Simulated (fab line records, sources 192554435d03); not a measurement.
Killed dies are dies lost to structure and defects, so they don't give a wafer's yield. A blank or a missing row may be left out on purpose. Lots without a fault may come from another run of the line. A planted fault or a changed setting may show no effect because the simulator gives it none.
fab line records | flow n5_finfet
record lots=10 wafers=30 last_day=22
route steps=1938 shown BEOL_M8@1350 PASSIVATION@1936
lots that met no fault: from a run of the same line without faults
start_h: hours from the record's first day to the start of the lot's first wafer shown | wait_h: hours since the lot's step before | " the same as in the row above | L1.1+2: a row that stands for several wafers | - no value, or no start given | * or withheld: withheld | < > ~ a bound
route shown NAME@n: a module of which the file shows steps, and the number in the route of the first | usual: mean/standard deviation of fault-free wafers | same: alike in all rows | chamber/n: place in a boat | sites: the reading at each site | _std_site: their standard deviation | _edge_site: outer sites' mean less inner sites' | radius_mm: how far each site lies from the wafer's centre | mask NAME#n: copy n | behind: the tool/chamber that last shaped the wafer | hold: why the lot was held/for how many hours/how that ended | device: the transistor (n, p or np) that didn't switch | end of line: the same wafers' tests at the end of the route | a step without rows: its recipe alone | killed: dies lost to structure and defects at the first sort, not the wafer's yield | map: a wafer's dies, x killed, . not, _ none there
set.NAME: the setting as run; set.NAME@STEP: as run at that earlier step | model.NAME: the simulator's own value behind a step, which no gauge read
steps of the route over a sample of lots; a table a step, a row a wafer
services: from which hour (start_h, from the record's first day; less than 0 if before it) a tool's chamber was out of use, for how many hours, and why
## steps
# step N5_BEOL_M8_ETCH_62
# recipe chemistry=N2/H2 target=SOC target_depth_a=1100 overetch_a=220 mask_material=SiARC temp_c=40 time_s=165 ion_energy_ev=200 pressure_mtorr=30 source_w=840 bias_w=150 n2_flow_sccm=200 h2_flow_sccm=200
# usual drypump_motor_current_A=5.6/0.43 oes_product_au=0.70/0.071 rf_fwd_power_W=837.6/2.4 rf_vpp_V=524.8/2.7 showerhead_plenum_p_Torr=2.58/0.096 temp_c=39.99/0.12 throttle_valve_pct=17.85/0.2
# columns lot.wafer tool chamber start_h wait_h drypump_motor_current_A oes_product_au rf_fwd_power_W rf_hours_counter_h rf_vpp_V showerhead_plenum_p_Torr temp_c throttle_valve_pct
L197.1 rie_diel-04 1 281.97 0.0 5.6 0.72 834.3 77 521.5 2.47 39.98 18.01
L197.3 " 3 " " 5.1 0.80 836.8 16 525.7 2.59 40.02 17.75
L197.4 " 0 " " 6.1 0.75 834.6 37 528.4 2.71 40.00 17.73
L198.3 rie_diel-04 1 292.23 0.0 5.6 0.72 840.6 80 522.1 2.47 40.10 18.01
L198.4 " 2 " " 5.2 0.57 839.3 250 522.2 2.49 39.87 17.89
L198.5 " 0 " " 6.1 0.75 835.8 - 528.9 2.71 40.02 17.73
L205.2 rie_diel-04 3 380.34 0.0 5.1 0.74 839.3 45 524.1 2.58 39.98 17.81
L205.4 " 2 " " 5.2 0.78 838.8 19 521.4 2.48 39.78 17.47
L205.6 " 0 " " 6.1 0.71 841.2 - 527.2 2.70 39.98 17.79
L208.3 rie_diel-02 3 381.23 0.0 5.6 0.62 840.2 210 520.6 2.41 39.93 18.14
L208.5 " 3 " " 5.6 0.62 839.6 - 520.0 2.41 39.85 18.12
L208.6 " 2 " " 5.7 0.63 838.1 - 526.7 2.65 39.87 18.11
L206.2 rie_diel-02 0 390.68 0.0 5.6 0.85 838.9 0 528.6 2.72 40.08 17.42
L206.5 " 2 " " 5.6 0.63 838.1 - 526.3 2.65 39.90 18.14
L206.6 " 3 " " 5.6 0.62 836.6 - 519.6 2.41 39.89 18.12
L210.1 rie_diel-04 1 422.18 0.0 5.6 0.67 841.5 122 522.0 2.45 39.87 18.07
L210.2 " 2 " " 5.2 0.74 839.3 35 522.8 2.48 39.92 17.50
L210.5 " 2 " " 5.2 0.75 836.6 - 522.4 2.48 40.13 17.49
L207.1 rie_diel-02 3 429.06 0.0 5.7 0.61 840.7 227 520.8 2.41 39.92 18.16
L207.2 " 0 " " 5.7 0.80 836.0 11 529.5 2.72 40.09 17.43
L207.3 " 2 " " 5.7 0.62 837.2 180 526.3 2.64 39.99 18.15
L211.1 rie_diel-05 2 429.23 0.0 5.8 0.73 843.6 41 526.1 2.58 39.96 17.79
L211.4 " 3 " " 6.5 0.82 837.8 2 527.0 2.60 39.94 17.59
L211.5 " 1 " " 5.4 0.70 837.7 - 527.3 2.70 39.86 17.83
L200.1 rie_diel-04 1 437.34 0.0 5.6 0.67 835.9 127 522.2 2.45 39.96 18.10
L200.3 " 2 " " 5.1 0.74 836.3 40 521.7 2.47 40.01 17.50
L200.6 " 3 " " 5.1 0.73 838.5 - 524.9 2.57 39.91 17.84
L214.3 rie_diel-05 2 437.93 0.0 5.7 0.74 838.2 44 526.6 2.58 40.10 17.79
L214.4 " 3 " " 6.6 0.80 838.8 4 526.8 2.60 40.04 17.60
L214.6 " 1 " " 5.4 0.70 837.8 - 526.8 2.70 39.87 17.83
# step N5_BEOL_M8_CD_MEAS_28
# recipe target_cd_nm=40 landing_energy_ev=500 detector=se_inlens
# usual cd_nm=40.06/0.25
# columns lot.wafer tool chamber start_h wait_h cd_nm
L197.1 cd_sem-01 0 283.01 - 40.17
L197.3 " 0 " " 39.69
L197.4 " 0 " " 39.47
L198.3 cd_sem-02 0 295.06 - 40.27
L198.4 " 0 " " 40.17
L198.5 " 0 " " 40.08
L205.2 cd_sem-01 0 381.29 - 39.88
L205.4 " 0 " " 39.99
L205.6 " 0 " " 40.40
L208.3 cd_sem-03 0 382.79 - 40.18
L208.5 " 0 " " 40.33
L208.6 " 0 " " 40.49
L206.2 cd_sem-01 0 394.14 - 39.92
L206.5 " 0 " " 40.11
L206.6 " 0 " " 40.17
L210.1 cd_sem-01 0 423.89 - 40.27
L210.2 " 0 " " 40.18
L210.5 " 0 " " 40.08
L207.1 cd_sem-01 0 431.81 - 40.34
L207.2 " 0 " " 40.01
L207.3 " 0 " " 40.18
L211.1 cd_sem-01 0 432.05 - 40.05
L211.4 " 0 " " 39.79
L211.5 " 0 " " 39.86
L200.1 cd_sem-02 0 439.50 - 40.14
L200.3 " 0 " " 39.99
L200.6 " 0 " " 39.76
L214.3 cd_sem-03 0 440.41 - 39.92
L214.4 " 0 " " 39.73
L214.6 " 0 " " 40.19
# step N5_BEOL_M8_ETCH_66
# recipe chemistry=N2/H2 target=SOC target_depth_a=800 overetch_a=160 mask_material=SiARC temp_c=40 time_s=120 ion_energy_ev=200 pressure_mtorr=30 source_w=840 bias_w=150 n2_flow_sccm=200 h2_flow_sccm=200
# usual drypump_motor_current_A=5.7/0.34 oes_product_au=0.61/0.063 rf_fwd_power_W=836/3 rf_vpp_V=524.9/2.8 showerhead_plenum_p_Torr=2.58/0.1 temp_c=39.97/0.11 throttle_valve_pct=17.88/0.19
# columns lot.wafer tool chamber start_h wait_h drypump_motor_current_A oes_product_au rf_fwd_power_W rf_hours_counter_h rf_vpp_V showerhead_plenum_p_Torr temp_c throttle_valve_pct
L197.1 rie_diel-02 2 283.23 0.0 5.7 0.59 1037 132 489.3 2.66 40.10 18.07
L197.3 " 1 " " 5.8 0.55 1037 201 489.6 2.63 40.07 17.86
L197.4 " 3 " " 5.6 0.57 1038 180 483.6 2.43 39.92 18.05
L198.3 rie_diel-02 2 295.26 0.0 5.7 0.58 1034 136 491.2 2.66 39.91 18.06
L198.4 " 0 " " 5.6 0.53 1037 230 485.3 2.41 39.74 17.79
L198.5 " 2 " " 5.7 0.59 1034 - 490.1 2.66 40.02 18.06
L205.2 rie_diel-02 3 381.49 0.0 5.6 0.56 840 210 520.1 2.41 40.07 18.10
L205.4 " 3 " " 5.6 0.56 831 - 521.2 2.41 39.95 18.11
L205.6 " 2 " " 5.6 0.57 835 - 526.1 2.65 39.95 18.13
L208.3 rie_diel-05 1 382.99 0.0 5.4 0.65 837 56 528.1 2.71 40.16 17.78
L208.5 " 1 " " 5.4 0.65 841 - 528.3 2.71 40.16 17.78
L208.6 " 3 " " 6.6 0.51 838 - 524.4 2.60 40.03 18.00
L206.2 rie_diel-05 3 394.45 0.0 6.5 0.51 834 253 525.5 2.60 40.04 18.01
L206.5 " 3 " " 6.6 0.52 837 - 524.4 2.60 40.04 18.00
L206.6 " 1 " " 5.4 0.65 839 - 526.7 2.70 40.07 17.79
L210.1 rie_diel-05 0 424.09 0.0 6.3 0.63 833 81 524.2 2.58 39.92 17.95
L210.2 " 2 " " 5.8 0.67 835 39 526.4 2.59 40.06 17.79
L210.5 " 0 " " 6.3 0.63 835 - 524.4 2.58 39.88 17.95
L207.1 rie_diel-02 3 432.36 0.0 5.6 0.54 834 228 520.1 2.41 39.76 18.11
L207.2 " 2 " " 5.7 0.56 832 181 525.8 2.64 40.07 18.13
L207.3 " 1 " " 5.8 0.52 839 248 525.6 2.61 39.92 17.94
L211.1 rie_diel-02 1 432.76 0.0 5.7 0.52 836 248 525.9 2.61 39.90 17.95
L211.4 " 0 " " 5.6 0.73 838 13 527.6 2.71 39.81 17.42
L211.5 " 2 " " 5.6 0.56 834 - 526.2 2.64 39.86 18.14
L200.1 rie_diel-02 3 439.71 0.0 5.6 0.55 836 231 519.5 2.41 39.97 18.14
L200.3 " 0 " " 5.6 0.71 835 15 528.8 2.71 40.03 17.44
L200.6 " 3 " " 5.6 0.54 838 - 520.6 2.40 40.05 18.15
L214.3 rie_diel-02 3 440.98 0.0 5.6 0.54 840 232 520.7 2.40 40.00 18.15
L214.4 " 0 " " 5.6 0.71 843 - 527.3 2.71 39.99 17.41
L214.6 " 2 " " 5.7 0.56 839 - 526.4 2.64 39.91 18.13
# step N5_BEOL_M8_CD_MEAS_35
# recipe target_cd_nm=40 polarity=opening
# usual cd_nm=40.0/0.51
# columns lot.wafer tool chamber start_h wait_h cd_nm
L197.1 cd_sem-03 - 283.73 0.0 40.7
L197.3 " - " " 40.0
L197.4 " - " " 39.9
L198.3 cd_sem-02 - 295.76 0.0 39.6
L198.4 " - " " 38.4
L198.5 " - " " 39.6
L205.2 cd_sem-03 - 382.00 0.0 40.5
L205.4 " - " " 41.0
L205.6 " - " " 41.1
L208.3 cd_sem-02 - 383.50 0.0 40.1
L208.5 " - " " 40.8
L208.6 " - " " 40.9
L206.2 cd_sem-01 - 394.96 0.0 39.3
L206.5 " - " " 40.2
L206.6 " - " " 40.0
L210.1 cd_sem-02 - 424.60 0.0 39.6
L210.2 " - " " 40.4
L210.5 " - " " 40.8
L207.1 cd_sem-03 - 432.88 0.0 40.9
L207.2 " - " " 40.6
L207.3 " - " " 40.0
L211.1 cd_sem-01 - 433.29 0.0 39.6
L211.4 " - " " 39.5
L211.5 " - " " 39.4
L200.1 cd_sem-03 - 440.22 0.0 40.2
L200.3 " - " " 40.3
L200.6 " - " " 40.2
L214.3 cd_sem-03 - 441.49 0.0 40.0
L214.4 " - " " 39.7
L214.6 " - " " 40.3
# step N5_PASSIVATION_PROBE_49
# usual defect_limited_yield=91.4/1.2 killed_at_M0_to_M3=34/10 killed_at_M4_up=14/5.1 killed_at_contacts=12/6.4 killed_at_front_end=38/9.3 killed_at_other=4/3 killed_dies=102/15 killed_on_rim=13/3.6 killed_open=67/12 killed_short=33/6.9 sort_bin_5_function=5.0/0.86 sort_bin_6_memory=3.2/0.58 sort_bin_8_speed=0.00/0.0099 sort_n_pass=1078/15 sort_yield_pct=91.4/1.2
# same gross_dies=1180 killed_at_back_side=0 sort_bin_4_leakage[%]=0
# columns lot.wafer tool chamber start_h wait_h defect_limited_yield[%] killed_at_M0_to_M3 killed_at_M4_up killed_at_contacts killed_at_front_end killed_at_other killed_dies killed_on_rim killed_open killed_short sort_bin_5_function[%] sort_bin_6_memory[%] sort_bin_8_speed[%] sort_n_pass sort_yield_pct[%]
L197.1 prober-02 - 349.05 0.0 90.7 48 16 14 28 4 110 12 72 34 5.4 3.3 0 1070 90.7
L197.3 prober-02 - 349.15 0.1 91.9 31 10 14 37 3 95 13 60 32 4.6 3.2 0 1085 91.9
L197.4 prober-02 - 349.20 0.2 92.5 33 12 7 36 1 89 10 59 30 4.5 2.9 0 1091 92.5
L198.3 prober-01 - 358.41 0.1 90.0 40 17 13 43 5 118 20 69 49 5.3 4.3 0 1062 90.0
L198.4 prober-01 - 358.46 0.2 93.6 32 10 6 25 3 76 12 43 32 3.5 2.5 0 1104 93.6
L198.5 prober-01 - 358.51 0.2 91.0 48 13 19 26 0 106 17 65 39 5.8 3.1 0 1074 91.0
L208.3 prober-02 - 451.93 0.1 89.9 32 20 11 51 5 119 20 81 36 6.3 3.5 0 1061 89.9
L208.5 prober-02 - 452.03 0.2 93.6 20 9 8 31 7 75 6 51 23 3.3 2.6 0 1105 93.6
L208.6 prober-02 - 452.08 0.3 90.3 42 10 5 49 8 114 11 65 47 4.9 4.2 0 1066 90.3
L207.1 prober-01 - 505.24 0.0 92.9 18 12 7 43 4 84 10 53 28 3.6 3.0 0 1096 92.9
L207.2 prober-01 - 505.29 0.1 91.5 40 19 3 33 5 100 13 69 30 5.1 3.1 0 1080 91.5
L207.3 prober-01 - 505.34 0.1 90.9 42 23 4 37 1 107 13 70 37 6.4 2.5 0 1073 90.9
L200.1 prober-01 - 517.10 0.0 91.4 26 21 16 35 3 101 12 61 36 4.7 3.1 0 1079 91.4
L200.3 prober-01 - 517.20 0.1 93.1 22 11 8 39 2 82 10 57 24 3.9 2.7 0 1098 93.1
L200.6 prober-01 - 517.35 0.3 93.5 18 9 9 35 6 77 12 53 24 4.1 2.4 0 1103 93.5
# killed by level:class
L197.1 BEOL_M2:geometric_particle:open=20 MOL_CONTACT_COAG:geometric_particle:open=13 BEOL_M4:geometric_particle:open=10 FIN_SAQP:geometric_particle:short=9 BEOL_M0_SAQP:geometric_particle:short=8 BEOL_M3:geometric_particle:open=6 BEOL_M2:geometric_particle:short=5 DUMMY_GATE:geometric_particle:open=4
L197.3 MOL_CONTACT_COAG:geometric_particle:open=11 BEOL_M3:geometric_particle:open=9 STI_FIN_REVEAL:geometric_particle:open=7 GATE_CUT:geometric_particle:short=5 BEOL_M2:geometric_particle:open=5 DUMMY_GATE:geometric_particle:open=4 BEOL_M0_SAQP:geometric_particle:short=4 BEOL_M3:geometric_particle:short=4
L197.4 DUMMY_GATE:geometric_particle:open=8 FIN_SAQP:geometric_particle:short=7 BEOL_M2:geometric_particle:open=7 ILD0:geometric_particle:short=6 BEOL_M3:geometric_particle:open=6 BEOL_M0_SAQP:geometric_particle:open=6 STI_FIN_REVEAL:geometric_particle:open=5 MOL_CONTACT_COAG:geometric_particle:open=5
L198.3 BEOL_M0_SAQP:geometric_particle:short=10 STI_FIN_REVEAL:geometric_particle:open=10 MOL_CONTACT_COAG:geometric_particle:open=8 ILD0:geometric_particle:short=7 DUMMY_GATE:geometric_particle:open=6 BEOL_M2:geometric_particle:open=6 FIN_SAQP:geometric_particle:short=5 FIN_SAQP:geometric_particle:open=5
L198.4 BEOL_M0_SAQP:geometric_particle:short=8 BEOL_M0_SAQP:geometric_particle:open=8 MOL_CONTACT_COAG:geometric_particle:open=6 FIN_SAQP:geometric_particle:open=5 BEOL_M3:geometric_particle:short=5 BEOL_M3:geometric_particle:open=5 BEOL_M4:geometric_particle:open=4 FIN_SAQP:geometric_particle:short=3
L198.5 MOL_CONTACT_COAG:geometric_particle:open=16 BEOL_M0_SAQP:geometric_particle:short=16 BEOL_M0_SAQP:geometric_particle:open=15 BEOL_M4:geometric_particle:open=7 FIN_SAQP:geometric_particle:short=6 FIN_SAQP:geometric_particle:open=4 BEOL_M2:geometric_particle:open=4 BEOL_M3:geometric_particle:open=4
L208.3 STI_FIN_REVEAL:geometric_particle:open=13 BEOL_M4:geometric_particle:open=9 BEOL_M3:geometric_particle:open=9 DUMMY_GATE:geometric_particle:open=8 MOL_CONTACT_COAG:geometric_particle:open=8 FIN_SAQP:geometric_particle:open=7 BEOL_M0_SAQP:geometric_particle:short=6 STARTING-WAFER:geometric_particle:short=5
L208.5 STI_FIN_REVEAL:geometric_particle:open=9 BEOL_M0_SAQP:geometric_particle:open=6 FIN_SAQP:geometric_particle:short=5 BEOL_M1:geometric_particle:open=5 BEOL_M4:geometric_particle:open=5 MOL_CONTACT_COAG:geometric_particle:short=4 MOL_CONTACT_COAG:geometric_particle:open=4 STI_FIN_REVEAL:geometric_particle:short=3
L208.6 STI_FIN_REVEAL:geometric_particle:open=16 BEOL_M0_SAQP:geometric_particle:short=15 BEOL_M0_SAQP:geometric_particle:open=9 FIN_SAQP:geometric_particle:short=7 BEOL_M1:geometric_particle:open=7 FIN_SAQP:geometric_particle:open=5 MOL_CONTACT_COAG:geometric_particle:open=5 BEOL_M2:geometric_particle:open=5
L207.1 FIN_SAQP:geometric_particle:open=10 DUMMY_GATE:geometric_particle:open=5 MOL_CONTACT_COAG:geometric_particle:open=5 FIN_SAQP:geometric_particle:short=4 DUMMY_GATE:geometric_particle:short=4 BEOL_M0_SAQP:geometric_particle:short=4 STI_FIN_REVEAL:geometric_particle:open=3 BEOL_M0_SAQP:geometric_particle:open=3
L207.2 BEOL_M2:geometric_particle:open=9 BEOL_M0_SAQP:geometric_particle:open=8 BEOL_M0_SAQP:geometric_particle:short=8 STI_FIN_REVEAL:geometric_particle:open=7 DUMMY_GATE:geometric_particle:open=7 BEOL_M4:geometric_particle:open=7 BEOL_M1:geometric_particle:open=4 BEOL_M3:geometric_particle:open=4
L207.3 BEOL_M4:geometric_particle:open=11 BEOL_M0_SAQP:geometric_particle:short=10 BEOL_M0_SAQP:geometric_particle:open=9 BEOL_M2:geometric_particle:open=9 DUMMY_GATE:geometric_particle:open=8 STI_FIN_REVEAL:geometric_particle:open=7 STARTING-WAFER:geometric_particle:short=6 BEOL_M1:geometric_particle:open=5
L200.1 BEOL_M4:geometric_particle:open=12 MOL_CONTACT_COAG:geometric_particle:open=10 STI_FIN_REVEAL:geometric_particle:open=8 GATE_CUT:geometric_particle:short=7 FIN_SAQP:geometric_particle:short=6 MOL_CONTACT_COAG:geometric_particle:short=6 BEOL_M0_SAQP:geometric_particle:short=6 BEOL_M2:geometric_particle:open=5
L200.3 BEOL_M2:geometric_particle:open=11 STI_FIN_REVEAL:geometric_particle:open=10 FIN_SAQP:geometric_particle:open=9 FIN_SAQP:geometric_particle:short=7 MOL_CONTACT_COAG:geometric_particle:open=7 BEOL_M0_SAQP:geometric_particle:open=3 BEOL_M0_SAQP:geometric_particle:short=3 BEOL_M2:geometric_particle:short=3
L200.6 STI_FIN_REVEAL:geometric_particle:open=10 MOL_CONTACT_COAG:geometric_particle:open=8 FIN_SAQP:geometric_particle:short=7 FIN_SAQP:geometric_particle:open=5 BEOL_M2:geometric_particle:open=5 GATE_CUT:geometric_particle:short=4 BEOL_M0_SAQP:geometric_particle:open=4 DUMMY_GATE:geometric_particle:open=3
## services
# columns tool chamber start_h hours kind
rie_diel-05 2 261.55 - clean
rie_diel-05 2 261.55 - consumable_replace:focus_ring
rie_diel-05 2 261.55 27.8 scheduled_down
rie_diel-05 2 261.55 27.8 vent_cycle
rie_diel-04 2 292.39 - clean
rie_diel-04 2 292.39 - consumable_replace:focus_ring
rie_diel-04 2 292.39 17.3 scheduled_down
rie_diel-04 2 292.39 17.3 vent_cycle
rie_diel-05 1 333.99 5.9 repair
rie_diel-02 3 335.79 4.6 repair
rie_diel-02 0 365.28 - clean
rie_diel-02 0 365.28 - consumable_replace:focus_ring
rie_diel-02 0 365.28 - consumable_replace:showerhead
rie_diel-02 0 365.28 24.1 scheduled_down
rie_diel-02 0 365.28 24.1 vent_cycle
rie_diel-04 3 382.33 7.4 repair
rie_diel-04 0 393.93 4.7 repair
rie_diel-05 3 401.01 - clean
rie_diel-05 3 401.01 - consumable_replace:focus_ring
rie_diel-05 3 401.01 23.6 scheduled_down
rie_diel-04 0 401.55 15.5 repair
rie_diel-02 0 421.32 2.2 repair
rie_diel-02 1 438.42 - clean
rie_diel-02 1 438.42 - consumable_replace:focus_ring
## key
first_sign step=N5_BEOL_M8_ETCH_66 reading=rf_fwd_power_W direction=up sigmas=66 usual=* struck=*
effect step=N5_BEOL_M8_ETCH_66 reading=rf_vpp_V direction=down sigmas=13 usual=524.9 struck=488.2
met_at N5_BEOL_M8_ETCH_66
struck_lots L197,L198
not_acting_at N5_BEOL_M8_ETCH_62,N5_BEOL_M8_CD_MEAS_28,N5_BEOL_M8_CD_MEAS_35
fault kind=process_parameter_drift tool=rie_diel-02 chamber=- onset_h=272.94 steps=N5_BEOL_M8_ETCH_66 channel=source_w offset=201.6 shape=step end_h=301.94 acts_in=these_recipes_only stated=840
